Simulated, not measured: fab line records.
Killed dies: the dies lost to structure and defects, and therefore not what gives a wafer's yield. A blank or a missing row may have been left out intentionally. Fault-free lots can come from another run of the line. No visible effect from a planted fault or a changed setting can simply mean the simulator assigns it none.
Matching of chambers / flow nand_harc / NHARC_A_CONTACT_DESCUM_74 on rie_diel-06 has 3 sister chambers
The step chemistry O2, time 3 s. 16 wafers are shown with their chamber, then 5 later ones without.

## EACH WAFER AND ITS CHAMBER
wafer=L608.1; chamber=3; drypump_motor_current_A (A)=6.6; showerhead_plenum_p_Torr (Torr)=2.00; throttle_valve_pct (%)=11.306
wafer=L608.2; chamber=0; drypump_motor_current_A (A)=5.3; showerhead_plenum_p_Torr (Torr)=1.88; throttle_valve_pct (%)=11.293
wafer=L608.6; chamber=0; drypump_motor_current_A (A)=5.3; showerhead_plenum_p_Torr (Torr)=1.89; throttle_valve_pct (%)=11.320
wafer=L611.1; chamber=2; drypump_motor_current_A (A)=5.0; showerhead_plenum_p_Torr (Torr)=2.00; throttle_valve_pct (%)=11.298
wafer=L611.5; chamber=2; drypump_motor_current_A (A)=5.0; showerhead_plenum_p_Torr (Torr)=2.00; throttle_valve_pct (%)=11.304
wafer=L611.6; chamber=3; drypump_motor_current_A (A)=6.6; showerhead_plenum_p_Torr (Torr)=2.00; throttle_valve_pct (%)=11.317
wafer=L619.3; chamber=0; drypump_motor_current_A (A)=5.3; showerhead_plenum_p_Torr (Torr)=1.88; throttle_valve_pct (%)=11.304
wafer=L619.4; chamber=3; drypump_motor_current_A (A)=6.6; showerhead_plenum_p_Torr (Torr)=2.00; throttle_valve_pct (%)=11.310
wafer=L619.6; chamber=0; drypump_motor_current_A (A)=5.3; showerhead_plenum_p_Torr (Torr)=1.88; throttle_valve_pct (%)=11.329
wafer=L621.1; chamber=0; drypump_motor_current_A (A)=5.3; showerhead_plenum_p_Torr (Torr)=1.88; throttle_valve_pct (%)=11.321
wafer=L621.3; chamber=3; drypump_motor_current_A (A)=6.6; showerhead_plenum_p_Torr (Torr)=2.00; throttle_valve_pct (%)=11.310
wafer=L621.6; chamber=0; drypump_motor_current_A (A)=5.3; showerhead_plenum_p_Torr (Torr)=1.88; throttle_valve_pct (%)=11.318
wafer=L620.1; chamber=0; drypump_motor_current_A (A)=5.3; showerhead_plenum_p_Torr (Torr)=1.88; throttle_valve_pct (%)=11.313
wafer=L620.5; chamber=3; drypump_motor_current_A (A)=6.7; showerhead_plenum_p_Torr (Torr)=2.00; throttle_valve_pct (%)=11.313
wafer=L620.6; chamber=0; drypump_motor_current_A (A)=5.3; showerhead_plenum_p_Torr (Torr)=1.88; throttle_valve_pct (%)=11.308
wafer=L625.1; chamber=3; drypump_motor_current_A (A)=6.6; showerhead_plenum_p_Torr (Torr)=2.00; throttle_valve_pct (%)=11.305

SIGNATURES, as means of the wafers listed above
reading=drypump_motor_current_A; chamber 0=5.300; chamber 2=5.000; chamber 3=6.617; scatter within a chamber=0.0253
reading=showerhead_plenum_p_Torr; chamber 0=1.8812; chamber 2=2.0000; chamber 3=2.0000; scatter within a chamber=0.00259
reading=throttle_valve_pct; chamber 0=11.31325; chamber 2=11.30100; chamber 3=11.31017; scatter within a chamber=0.00884
Rule: for each reading, subtract the chamber's mean from the wafer's reading, divide by that reading's scatter and square the result; add these up over the readings and take the root, which gives the wafer's distance from the chamber. The wafer belongs to the nearest chamber; if the next one is less than 2 further off, it can't be placed. How the scatter is found: for the shown wafers, subtract from each reading the mean of its chamber, square and add these, divide the total by (wafers less chambers), then take the root.

## WAFERS WHOSE CHAMBER IS MISSING
wafer=L625.5; drypump_motor_current_A (A)=5.3; showerhead_plenum_p_Torr (Torr)=1.88; throttle_valve_pct (%)=11.324
wafer=L625.6; drypump_motor_current_A (A)=6.6; showerhead_plenum_p_Torr (Torr)=2.00; throttle_valve_pct (%)=11.311
wafer=L627.6; drypump_motor_current_A (A)=5.3; showerhead_plenum_p_Torr (Torr)=1.88; throttle_valve_pct (%)=11.339
wafer=L626.3; drypump_motor_current_A (A)=5.3; showerhead_plenum_p_Torr (Torr)=1.88; throttle_valve_pct (%)=11.311
wafer=L626.6; drypump_motor_current_A (A)=5.0; showerhead_plenum_p_Torr (Torr)=2.00; throttle_valve_pct (%)=11.302

## WHICH CHAMBER EACH ONE RAN IN
wafer=L625.5; from the rows above=0; in truth=0
wafer=L625.6; from the rows above=3; in truth=3
wafer=L627.6; from the rows above=0; in truth=0
wafer=L626.3; from the rows above=0; in truth=0
wafer=L626.6; from the rows above=2; in truth=2
Correct placement for 5 of the 5. Number that these rows cannot place: 0. 0 placed wrongly.
